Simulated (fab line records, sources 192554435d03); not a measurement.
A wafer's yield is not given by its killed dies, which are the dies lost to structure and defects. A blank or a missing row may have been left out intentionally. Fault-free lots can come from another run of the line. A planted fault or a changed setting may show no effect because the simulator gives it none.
Split-lot experiment | flow n5 finfet | 21 wafers read across 7 lots, on a route 1938 steps long

== ON THE SPLIT ==
At N5_BEOL_M11_COAT_05 (resist thk 90 nm), the setting spin rpm was moved away from the recipe's 1500 rpm on 5 of the 21 wafers read, by -9.4% to +8.3%. For the rest of the wafers, this setting stayed at what the recipe calls for.

== FROM THE SPLIT TO THE READING: what the file shows between them, 6 steps ==
- N5_BEOL_M11_EBR_07
- N5_BEOL_M11_SOFTBAKE_06: time 60 s
- N5_BEOL_M11_EXPOSE_08: exposes mask M11
- N5_BEOL_M11_PEB_09: peb time 60 s
- N5_BEOL_M11_DEVELOP_10: develop time 30 s
- N5_BEOL_M11_DESCUM_16: chemistry O2, time 7.9 s

== THE READING ==
CAR-ArF_of_BEOL_M11_COAT_05.thk nm (the simulator's own value, which no gauge read), in nm, at N5_BEOL_M11_ETCH_61 (etches SiARC in CF4, target depth 39 nm, time 65 s). There is no usual value for it anywhere in the file. Here, 16 wafers ran the recipe; their average is 55.5 nm with a standard deviation of 0.32 nm.

wafer  | tool, chamber at the split | spin rpm as run, rpm | against the recipe | CAR-ArF_of_BEOL_M11_COAT_05.thk nm, nm | against lot-mates on the recipe
L074.3 | litho track-04, 0          | 1451                 | -3.3%              | 57.4                                   | +1.8
L074.4 | litho track-04, 0          | 1500                 | recipe             | 55.8                                   | -
L074.6 | litho track-04, 0          | 1500                 | recipe             | 55.4                                   | -
L077.1 | litho track-01, 0          | 1500                 | recipe             | 55.2                                   | -
L077.2 | litho track-01, 0          | 1500                 | recipe             | 55                                     | -
L077.5 | litho track-01, 0          | 1624                 | +8.3%              | 51.4                                   | -3.7
L078.3 | litho track-05, 0          | 1500                 | recipe             | 55.8                                   | -
L078.5 | litho track-05, 0          | 1500                 | recipe             | 56                                     | -
L078.6 | litho track-05, 0          | 1500                 | recipe             | 55.6                                   | -
L081.1 | litho track-04, 0          | 1500                 | recipe             | 55.2                                   | -
L081.2 | litho track-04, 0          | 1500                 | recipe             | 55.6                                   | -
L081.4 | litho track-04, 0          | 1500                 | recipe             | 55.4                                   | -
L082.4 | litho track-05, 0          | 1447                 | -3.5%              | 57.6                                   | +1.4
L082.5 | litho track-05, 0          | 1447                 | -3.5%              | 57.6                                   | +1.4
L082.6 | litho track-05, 0          | 1500                 | recipe             | 56.2                                   | -
L084.2 | litho track-05, 0          | 1500                 | recipe             | 55.6                                   | -
L084.5 | litho track-05, 0          | 1500                 | recipe             | 55.4                                   | -
L084.6 | litho track-05, 0          | 1359                 | -9.4%              | 60.4                                   | +4.9
L095.1 | litho track-04, 0          | 1500                 | recipe             | 55.2                                   | -
L095.2 | litho track-04, 0          | 1500                 | recipe             | 55.2                                   | -
L095.3 | litho track-04, 0          | 1500                 | recipe             | 55.2                                   | -

FIT RESULTS
A straight line over all 21 wafers: CAR-ArF_of_BEOL_M11_COAT_05.thk nm changes by -0.523 nm for each +1% of spin rpm; r = -0.98; the points scatter about the line by 0.31 nm.
The same after taking each lot's own level away (the mean of its wafers on the recipe; 21 wafers): -0.48 nm for each +1%; r = -0.99; scatter 0.2 nm.
According to that fit, moving spin rpm by its largest amount changes the reading by 4.5 nm.
Across the lots, their own levels run from 55.10 to 56.20 nm, a range of 3.4 times the standard deviation given above.
So the lot-to-lot level changes the slope little: the two slopes agree.
Check: with one of the wafers moved furthest among these (-9.4%) left out of the fit, the line predicts +4.19 nm for it against its lot-mates. Against them it came out at +4.9 nm.

== THE WHOLE CHAIN: every reading that the file lists as answering this split, in the file's order ==
step                   | what it does                                       | reading                                                                             | change (the file's fit)               | r (the file's)
N5_BEOL_M11_COAT_05    | resist thk 90 nm                                   | CAR-ArF_of_BEOL_M11_COAT_05.thk nm (the simulator's own value, which no gauge read) | -0.481 nm for each +1% of the setting | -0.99
N5_BEOL_M11_DEVELOP_10 | develop time 30 s                                  | CAR-ArF_of_BEOL_M11_COAT_05.thk nm (the simulator's own value, which no gauge read) | -0.468 nm for each +1% of the setting | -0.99
N5_BEOL_M11_ETCH_61    | etches SiARC in CF4, target depth 39 nm, time 65 s | CAR-ArF_of_BEOL_M11_COAT_05.thk nm (the simulator's own value, which no gauge read) | -0.486 nm for each +1% of the setting | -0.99

== FILE'S OWN FIT ==
CAR-ArF_of_BEOL_M11_COAT_05.thk nm changes by -0.486 nm for each +1% of spin rpm, r = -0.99.
